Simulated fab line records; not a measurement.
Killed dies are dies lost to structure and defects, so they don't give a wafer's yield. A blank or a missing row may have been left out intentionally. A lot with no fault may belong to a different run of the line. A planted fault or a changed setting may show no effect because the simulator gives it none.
fab line records / flow nand_harc / part 2 of 2: steps 26 to 38 of 38
record: lots: 5 wafers: 15 last_day: 34
route steps=1302 shown A_ZERO_WELL@401 A_SOURCE_PLATE@413 A_ONON_D1@424
lots with no fault: from the same line, run without faults
start_h: the number of hours between the record's first day and the start of the first shown wafer of the lot / wait_h: how many hours have passed since the lot's step before this one / " as in the row above / L1.1+2: a single row standing in for several wafers / - no value present, or no start provided / * or withheld: withheld / < > ~ a bound
route shown NAME@n: NAME is a module with steps in the file, n the number in the route of the first one / usual: mean/standard deviation of fault-free wafers / same: alike in all rows / chamber/n: place in a boat / sites: readings site by site / _std_site: standard deviation across them / _edge_site: outer sites' mean less inner sites' / radius_mm: how far each site lies from the wafer's centre / mask NAME#n: copy n / behind: the tool/chamber that last shaped the wafer / hold: cause of the lot's hold/its duration in hours/its outcome / device: the transistor (n, p or np) that didn't switch / end of line: tests run on the same wafers once the route is complete / a step with no rows: only its recipe / killed: at the first sort, the dies lost to defects and structure; wafer yield is something else / map: shows each die of a wafer: x if killed, . if not, _ if none is there
set.NAME: setting as actually run; set.NAME@STEP: the setting as run at that earlier step / model.NAME: the simulator's own value behind a step, which no gauge read
certain route steps with their lots: each step a table, each wafer a row
services: a tool's chamber out of use, with start hour (start_h, from the record's first day; less than 0 if before it), hours out, and reason
== steps ==
step: NHARC_A_ONON_D1_THK_MEAS_08
recipe: thk_meas_gauge: ellipsometry
usual: thk_nm: 997/9.9
lot.wafer=L078.1 tool=film_metro-01 chamber=- start_h=208.15 wait_h=- thk_nm=987
lot.wafer=L078.2 tool=film_metro-01 chamber=- start_h=208.15 wait_h=- thk_nm=988
lot.wafer=L078.4 tool=film_metro-01 chamber=- start_h=208.15 wait_h=- thk_nm=987
lot.wafer=L081.3 tool=film_metro-01 chamber=- start_h=243.35 wait_h=- thk_nm=999
lot.wafer=L081.5 tool=film_metro-01 chamber=- start_h=243.35 wait_h=- thk_nm=1004
lot.wafer=L081.6 tool=film_metro-01 chamber=- start_h=243.35 wait_h=- thk_nm=1000
lot.wafer=L085.1 tool=film_metro-02 chamber=- start_h=279.11 wait_h=- thk_nm=986
lot.wafer=L085.2 tool=film_metro-02 chamber=- start_h=279.11 wait_h=- thk_nm=988
lot.wafer=L085.4 tool=film_metro-02 chamber=- start_h=279.11 wait_h=- thk_nm=986
lot.wafer=L092.4 tool=film_metro-01 chamber=- start_h=348.53 wait_h=- thk_nm=998
lot.wafer=L092.5 tool=film_metro-01 chamber=- start_h=348.53 wait_h=- thk_nm=998
lot.wafer=L092.6 tool=film_metro-01 chamber=- start_h=348.53 wait_h=- thk_nm=998
lot.wafer=L097.1 tool=film_metro-02 chamber=- start_h=390.05 wait_h=- thk_nm=1007
lot.wafer=L097.2 tool=film_metro-02 chamber=- start_h=390.05 wait_h=- thk_nm=1008
lot.wafer=L097.6 tool=film_metro-02 chamber=- start_h=390.05 wait_h=- thk_nm=1009
step: NHARC_A_ONON_D1_DEP_09
recipe: target_thk_a: 10000 n2_flow_sccm: 2750 n2o_flow_sccm: 2000 nh3_flow_sccm: 500 sih4_flow_sccm: 210 temp_c: 400
lot.wafer=L078.1+2+4 tool=pecvd_onon-01 chamber=0 start_h=208.21 wait_h=0.1
lot.wafer=L081.3+5+6 tool=pecvd_onon-04 chamber=0 start_h=243.52 wait_h=0.2
lot.wafer=L085.1+2+4 tool=pecvd_onon-02 chamber=0 start_h=279.16 wait_h=0.1
lot.wafer=L092.4+5+6 tool=pecvd_onon-01 chamber=0 start_h=348.76 wait_h=0.2
lot.wafer=L097.1+2+6 tool=pecvd_onon-01 chamber=0 start_h=390.10 wait_h=0.1
step: NHARC_A_ONON_D1_THK_MEAS_11
recipe: thk_meas_gauge: ellipsometry
usual: thk_nm: 996/11
lot.wafer=L078.1 tool=film_metro-01 chamber=- start_h=208.72 wait_h=- thk_nm=976
lot.wafer=L078.2 tool=film_metro-01 chamber=- start_h=208.72 wait_h=- thk_nm=978
lot.wafer=L078.4 tool=film_metro-01 chamber=- start_h=208.72 wait_h=- thk_nm=975
lot.wafer=L081.3 tool=film_metro-01 chamber=- start_h=243.92 wait_h=- thk_nm=989
lot.wafer=L081.5 tool=film_metro-01 chamber=- start_h=243.92 wait_h=- thk_nm=990
lot.wafer=L081.6 tool=film_metro-01 chamber=- start_h=243.92 wait_h=- thk_nm=988
lot.wafer=L085.1 tool=film_metro-02 chamber=- start_h=279.68 wait_h=- thk_nm=978
lot.wafer=L085.2 tool=film_metro-02 chamber=- start_h=279.68 wait_h=- thk_nm=979
lot.wafer=L085.4 tool=film_metro-02 chamber=- start_h=279.68 wait_h=- thk_nm=979
lot.wafer=L092.4 tool=film_metro-02 chamber=- start_h=349.09 wait_h=- thk_nm=1016
lot.wafer=L092.5 tool=film_metro-02 chamber=- start_h=349.09 wait_h=- thk_nm=1013
lot.wafer=L092.6 tool=film_metro-02 chamber=- start_h=349.09 wait_h=- thk_nm=1014
lot.wafer=L097.1 tool=film_metro-02 chamber=- start_h=390.62 wait_h=- thk_nm=994
lot.wafer=L097.2 tool=film_metro-02 chamber=- start_h=390.62 wait_h=- thk_nm=995
lot.wafer=L097.6 tool=film_metro-02 chamber=- start_h=390.62 wait_h=- thk_nm=995
step: NHARC_A_ONON_D1_DEP_12
recipe: target_thk_a: 10000 n2_flow_sccm: 2750 n2o_flow_sccm: 2000 nh3_flow_sccm: 500 sih4_flow_sccm: 210 temp_c: 400
lot.wafer=L078.1+2+4 tool=pecvd_onon-01 chamber=0 start_h=208.78 wait_h=0.1
lot.wafer=L081.3+5+6 tool=pecvd_onon-04 chamber=0 start_h=244.09 wait_h=0.2
lot.wafer=L085.1+2+4 tool=pecvd_onon-02 chamber=0 start_h=279.73 wait_h=0.1
lot.wafer=L092.4+5+6 tool=pecvd_onon-04 chamber=0 start_h=349.32 wait_h=0.2
lot.wafer=L097.1+2+6 tool=pecvd_onon-01 chamber=0 start_h=390.68 wait_h=0.1
step: NHARC_A_ONON_D1_THK_MEAS_14
recipe: thk_meas_gauge: ellipsometry
usual: thk_nm: 1000/11
lot.wafer=L078.1 tool=film_metro-02 chamber=- start_h=209.31 wait_h=- thk_nm=999
lot.wafer=L078.2 tool=film_metro-02 chamber=- start_h=209.31 wait_h=- thk_nm=998
lot.wafer=L078.4 tool=film_metro-02 chamber=- start_h=209.31 wait_h=- thk_nm=997
lot.wafer=L081.3 tool=film_metro-01 chamber=- start_h=244.48 wait_h=- thk_nm=1029
lot.wafer=L081.5 tool=film_metro-01 chamber=- start_h=244.48 wait_h=- thk_nm=1027
lot.wafer=L081.6 tool=film_metro-01 chamber=- start_h=244.48 wait_h=- thk_nm=1030
lot.wafer=L085.1 tool=film_metro-01 chamber=- start_h=280.24 wait_h=- thk_nm=993
lot.wafer=L085.2 tool=film_metro-01 chamber=- start_h=280.24 wait_h=- thk_nm=998
lot.wafer=L085.4 tool=film_metro-01 chamber=- start_h=280.24 wait_h=- thk_nm=995
lot.wafer=L092.4 tool=film_metro-02 chamber=- start_h=349.66 wait_h=- thk_nm=996
lot.wafer=L092.5 tool=film_metro-02 chamber=- start_h=349.66 wait_h=- thk_nm=997
lot.wafer=L092.6 tool=film_metro-02 chamber=- start_h=349.66 wait_h=- thk_nm=998
lot.wafer=L097.1 tool=film_metro-02 chamber=- start_h=391.19 wait_h=- thk_nm=976
lot.wafer=L097.2 tool=film_metro-02 chamber=- start_h=391.19 wait_h=- thk_nm=975
lot.wafer=L097.6 tool=film_metro-02 chamber=- start_h=391.19 wait_h=- thk_nm=975
step: NHARC_A_ONON_D1_ANNEAL_15
recipe: temp_c: 750 time_s: 3600
usual: zone_power_bottom_pct: 22.9/0.96 zone_power_top_pct: 25.3/0.72
same: time_s: 3600
lot.wafer=L078.1 tool=furnace-04 chamber=0 start_h=212.69 wait_h=3.4 zone_power_bottom_pct=23.4 zone_power_top_pct=25.4
lot.wafer=L078.2 tool=furnace-04 chamber=0 start_h=212.69 wait_h=3.4 zone_power_bottom_pct=23.6 zone_power_top_pct=26.0
lot.wafer=L078.4 tool=furnace-04 chamber=0 start_h=212.69 wait_h=3.4 zone_power_bottom_pct=23.2 zone_power_top_pct=25.7
lot.wafer=L081.3 tool=furnace-04 chamber=0 start_h=248.49 wait_h=4.0 zone_power_bottom_pct=23.2 zone_power_top_pct=25.2
lot.wafer=L081.5 tool=furnace-04 chamber=0 start_h=248.49 wait_h=4.0 zone_power_bottom_pct=23.2 zone_power_top_pct=25.4
lot.wafer=L081.6 tool=furnace-04 chamber=0 start_h=248.49 wait_h=4.0 zone_power_bottom_pct=23.3 zone_power_top_pct=25.2
lot.wafer=L085.1 tool=furnace-04 chamber=0 start_h=283.62 wait_h=3.4 zone_power_bottom_pct=23.2 zone_power_top_pct=25.8
lot.wafer=L085.2 tool=furnace-04 chamber=0 start_h=283.62 wait_h=3.4 zone_power_bottom_pct=23.3 zone_power_top_pct=25.6
lot.wafer=L085.4 tool=furnace-04 chamber=0 start_h=283.62 wait_h=3.4 zone_power_bottom_pct=22.9 zone_power_top_pct=25.4
lot.wafer=L092.4 tool=furnace-04 chamber=0 start_h=353.04 wait_h=3.4 zone_power_bottom_pct=23.6 zone_power_top_pct=25.5
lot.wafer=L092.5 tool=furnace-04 chamber=0 start_h=353.04 wait_h=3.4 zone_power_bottom_pct=23.3 zone_power_top_pct=25.1
lot.wafer=L092.6 tool=furnace-04 chamber=0 start_h=353.04 wait_h=3.4 zone_power_bottom_pct=23.1 zone_power_top_pct=25.7
lot.wafer=L097.1 tool=furnace-04 chamber=0 start_h=393.65 wait_h=2.5 zone_power_bottom_pct=23.4 zone_power_top_pct=25.7
lot.wafer=L097.2 tool=furnace-04 chamber=0 start_h=393.65 wait_h=2.5 zone_power_bottom_pct=23.1 zone_power_top_pct=25.5
lot.wafer=L097.6 tool=furnace-04 chamber=0 start_h=393.65 wait_h=2.5 zone_power_bottom_pct=23.5 zone_power_top_pct=25.6
step: NHARC_A_ONON_D1_DEP_16
recipe: target_thk_a: 10000 n2_flow_sccm: 2750 n2o_flow_sccm: 2000 nh3_flow_sccm: 500 sih4_flow_sccm: 210 temp_c: 400
lot.wafer=L078.1+2+4 tool=pecvd_onon-01 chamber=0 start_h=216.63 wait_h=0.1
lot.wafer=L081.3+5+6 tool=pecvd_onon-04 chamber=0 start_h=252.54 wait_h=0.2
lot.wafer=L085.1+2+4 tool=pecvd_onon-02 chamber=0 start_h=287.49 wait_h=0.1
lot.wafer=L092.4+5+6 tool=pecvd_onon-02 chamber=0 start_h=357.08 wait_h=0.2
lot.wafer=L097.1+2+6 tool=pecvd_onon-02 chamber=0 start_h=397.52 wait_h=0.1
step: NHARC_A_ONON_D1_THK_MEAS_18
recipe: thk_meas_gauge: ellipsometry
usual: thk_nm: 1001/11
lot.wafer=L078.1 tool=film_metro-01 chamber=- start_h=217.14 wait_h=- thk_nm=992
lot.wafer=L078.2 tool=film_metro-01 chamber=- start_h=217.14 wait_h=- thk_nm=994
lot.wafer=L078.4 tool=film_metro-01 chamber=- start_h=217.14 wait_h=- thk_nm=990
lot.wafer=L081.3 tool=film_metro-01 chamber=- start_h=252.94 wait_h=- thk_nm=979
lot.wafer=L081.5 tool=film_metro-01 chamber=- start_h=252.94 wait_h=- thk_nm=979
lot.wafer=L081.6 tool=film_metro-01 chamber=- start_h=252.94 wait_h=- thk_nm=979
lot.wafer=L085.1 tool=film_metro-02 chamber=- start_h=288.00 wait_h=- thk_nm=995
lot.wafer=L085.2 tool=film_metro-02 chamber=- start_h=288.00 wait_h=- thk_nm=996
lot.wafer=L085.4 tool=film_metro-02 chamber=- start_h=288.00 wait_h=- thk_nm=994
lot.wafer=L092.4 tool=film_metro-01 chamber=- start_h=357.42 wait_h=- thk_nm=984
lot.wafer=L092.5 tool=film_metro-01 chamber=- start_h=357.42 wait_h=- thk_nm=983
lot.wafer=L092.6 tool=film_metro-01 chamber=- start_h=357.42 wait_h=- thk_nm=984
lot.wafer=L097.1 tool=film_metro-02 chamber=- start_h=398.03 wait_h=- thk_nm=1007
lot.wafer=L097.2 tool=film_metro-02 chamber=- start_h=398.03 wait_h=- thk_nm=1007
lot.wafer=L097.6 tool=film_metro-02 chamber=- start_h=398.03 wait_h=- thk_nm=1005
step: NHARC_A_ONON_D1_DEP_19
recipe: target_thk_a: 10000 n2_flow_sccm: 2750 n2o_flow_sccm: 2000 nh3_flow_sccm: 500 sih4_flow_sccm: 210 temp_c: 400
lot.wafer=L078.1+2+4 tool=pecvd_onon-04 chamber=0 start_h=217.19 wait_h=0.1
lot.wafer=L081.3+5+6 tool=pecvd_onon-04 chamber=0 start_h=253.11 wait_h=0.2
lot.wafer=L085.1+2+4 tool=pecvd_onon-04 chamber=0 start_h=288.05 wait_h=0.1
lot.wafer=L092.4+5+6 tool=pecvd_onon-04 chamber=0 start_h=357.64 wait_h=0.2
lot.wafer=L097.1+2+6 tool=pecvd_onon-04 chamber=0 start_h=398.08 wait_h=0.1
step: NHARC_A_ONON_D1_THK_MEAS_21
recipe: thk_meas_gauge: ellipsometry
usual: thk_nm: 1001/11
lot.wafer=L078.1 tool=film_metro-02 chamber=- start_h=217.70 wait_h=- thk_nm=1008
lot.wafer=L078.2 tool=film_metro-02 chamber=- start_h=217.70 wait_h=- thk_nm=1008
lot.wafer=L078.4 tool=film_metro-02 chamber=- start_h=217.70 wait_h=- thk_nm=1006
lot.wafer=L081.3 tool=film_metro-02 chamber=- start_h=253.51 wait_h=- thk_nm=993
lot.wafer=L081.5 tool=film_metro-02 chamber=- start_h=253.51 wait_h=- thk_nm=992
lot.wafer=L081.6 tool=film_metro-02 chamber=- start_h=253.51 wait_h=- thk_nm=992
lot.wafer=L085.1 tool=film_metro-02 chamber=- start_h=288.59 wait_h=- thk_nm=1004
lot.wafer=L085.2 tool=film_metro-02 chamber=- start_h=288.59 wait_h=- thk_nm=1006
lot.wafer=L085.4 tool=film_metro-02 chamber=- start_h=288.59 wait_h=- thk_nm=1004
lot.wafer=L092.4 tool=film_metro-02 chamber=- start_h=357.98 wait_h=- thk_nm=1001
lot.wafer=L092.5 tool=film_metro-02 chamber=- start_h=357.98 wait_h=- thk_nm=1001
lot.wafer=L092.6 tool=film_metro-02 chamber=- start_h=357.98 wait_h=- thk_nm=1002
lot.wafer=L097.1 tool=film_metro-02 chamber=- start_h=398.59 wait_h=- thk_nm=1002
lot.wafer=L097.2 tool=film_metro-02 chamber=- start_h=398.59 wait_h=- thk_nm=1002
lot.wafer=L097.6 tool=film_metro-02 chamber=- start_h=398.59 wait_h=- thk_nm=1002
step: NHARC_A_ONON_D1_DEP_22
recipe: target_thk_a: 10000 n2_flow_sccm: 2750 n2o_flow_sccm: 2000 nh3_flow_sccm: 500 sih4_flow_sccm: 210 temp_c: 400
lot.wafer=L078.1+2+4 tool=pecvd_onon-02 chamber=0 start_h=217.76 wait_h=0.1
lot.wafer=L081.3+5+6 tool=pecvd_onon-04 chamber=0 start_h=253.68 wait_h=0.2
lot.wafer=L085.1+2+4 tool=pecvd_onon-01 chamber=0 start_h=288.65 wait_h=0.1
lot.wafer=L092.4+5+6 tool=pecvd_onon-01 chamber=0 start_h=358.20 wait_h=0.2
lot.wafer=L097.1+2+6 tool=pecvd_onon-04 chamber=0 start_h=398.79 wait_h=0.2
step: NHARC_A_ONON_D1_THK_MEAS_24
recipe: thk_meas_gauge: ellipsometry
usual: thk_nm: 998/12
lot.wafer=L078.1 tool=film_metro-02 chamber=- start_h=218.27 wait_h=- thk_nm=1003
lot.wafer=L078.2 tool=film_metro-02 chamber=- start_h=218.27 wait_h=- thk_nm=1002
lot.wafer=L078.4 tool=film_metro-02 chamber=- start_h=218.27 wait_h=- thk_nm=1002
lot.wafer=L081.3 tool=film_metro-02 chamber=- start_h=254.08 wait_h=- thk_nm=988
lot.wafer=L081.5 tool=film_metro-02 chamber=- start_h=254.08 wait_h=- thk_nm=988
lot.wafer=L081.6 tool=film_metro-02 chamber=- start_h=254.08 wait_h=- thk_nm=988
lot.wafer=L085.1 tool=film_metro-01 chamber=- start_h=289.16 wait_h=- thk_nm=977
lot.wafer=L085.2 tool=film_metro-01 chamber=- start_h=289.16 wait_h=- thk_nm=977
lot.wafer=L085.4 tool=film_metro-01 chamber=- start_h=289.16 wait_h=- thk_nm=978
lot.wafer=L092.4 tool=film_metro-02 chamber=- start_h=358.54 wait_h=- thk_nm=1014
lot.wafer=L092.5 tool=film_metro-02 chamber=- start_h=358.54 wait_h=- thk_nm=1012
lot.wafer=L092.6 tool=film_metro-02 chamber=- start_h=358.54 wait_h=- thk_nm=1011
lot.wafer=L097.1 tool=film_metro-02 chamber=- start_h=399.31 wait_h=- thk_nm=1005
lot.wafer=L097.2 tool=film_metro-02 chamber=- start_h=399.31 wait_h=- thk_nm=1003
lot.wafer=L097.6 tool=film_metro-02 chamber=- start_h=399.31 wait_h=- thk_nm=1003
step: NHARC_A_ONON_D1_DEP_25
recipe: target_thk_a: 10000 n2_flow_sccm: 2750 n2o_flow_sccm: 2000 nh3_flow_sccm: 500 sih4_flow_sccm: 210 temp_c: 400
lot.wafer=L078.1+2+4 tool=pecvd_onon-01 chamber=0 start_h=218.32 wait_h=0.1
lot.wafer=L081.3+5+6 tool=pecvd_onon-02 chamber=0 start_h=254.25 wait_h=0.2
lot.wafer=L085.1+2+4 tool=pecvd_onon-02 chamber=0 start_h=289.22 wait_h=0.1
lot.wafer=L092.4+5+6 tool=pecvd_onon-01 chamber=0 start_h=358.77 wait_h=0.2
lot.wafer=L097.1+2+6 tool=pecvd_onon-04 chamber=0 start_h=399.49 wait_h=0.2
== services ==
tool=wet_bench-09 chamber=- start_h=176.80 hours=8.0 kind=pm
tool=pecvd_onon-02 chamber=- start_h=185.00 hours=13.0 kind=pm
tool=furnace-01 chamber=- start_h=212.80 hours=26.0 kind=pm
tool=pvd_sputter-01 chamber=- start_h=226.00 hours=10.0 kind=pm
tool=rie_diel-05 chamber=- start_h=229.60 hours=9.0 kind=pm
tool=pecvd_onon-02 chamber=- start_h=233.76 hours=3.3 kind=repair
tool=wet_bench-01 chamber=- start_h=243.20 hours=1.3 kind=repair
tool=wet_bench-02 chamber=- start_h=244.00 hours=8.0 kind=pm
tool=rie_diel-05 chamber=2 start_h=252.54 hours=4.1 kind=repair
tool=pecvd_onon-01 chamber=- start_h=269.35 hours=13.0 kind=pm
tool=wet_bench-01 chamber=- start_h=277.65 hours=8.0 kind=pm
tool=furnace-04 chamber=- start_h=281.49 hours=1.0 kind=repair
tool=pvd_sputter-01 chamber=- start_h=286.64 hours=3.5 kind=repair
tool=implanter-02 chamber=- start_h=295.10 hours=1.9 kind=repair
tool=litho_track-05 chamber=- start_h=299.00 hours=7.0 kind=pm
tool=furnace-03 chamber=- start_h=300.82 hours=26.0 kind=pm
tool=pecvd_onon-04 chamber=- start_h=311.00 hours=13.0 kind=pm
tool=implanter-02 chamber=- start_h=322.03 hours=0.8 kind=repair
tool=rie_diel-05 chamber=1 start_h=336.31 hours=4.2 kind=repair
tool=wet_bench-01 chamber=- start_h=343.46 hours=1.2 kind=repair
tool=wet_bench-09 chamber=- start_h=352.80 hours=8.0 kind=pm
tool=pecvd_onon-02 chamber=- start_h=366.00 hours=13.0 kind=pm
tool=rie_diel-05 chamber=2 start_h=371.61 hours=6.5 kind=repair
tool=rtp_anneal-01 chamber=- start_h=372.00 hours=12.0 kind=pm
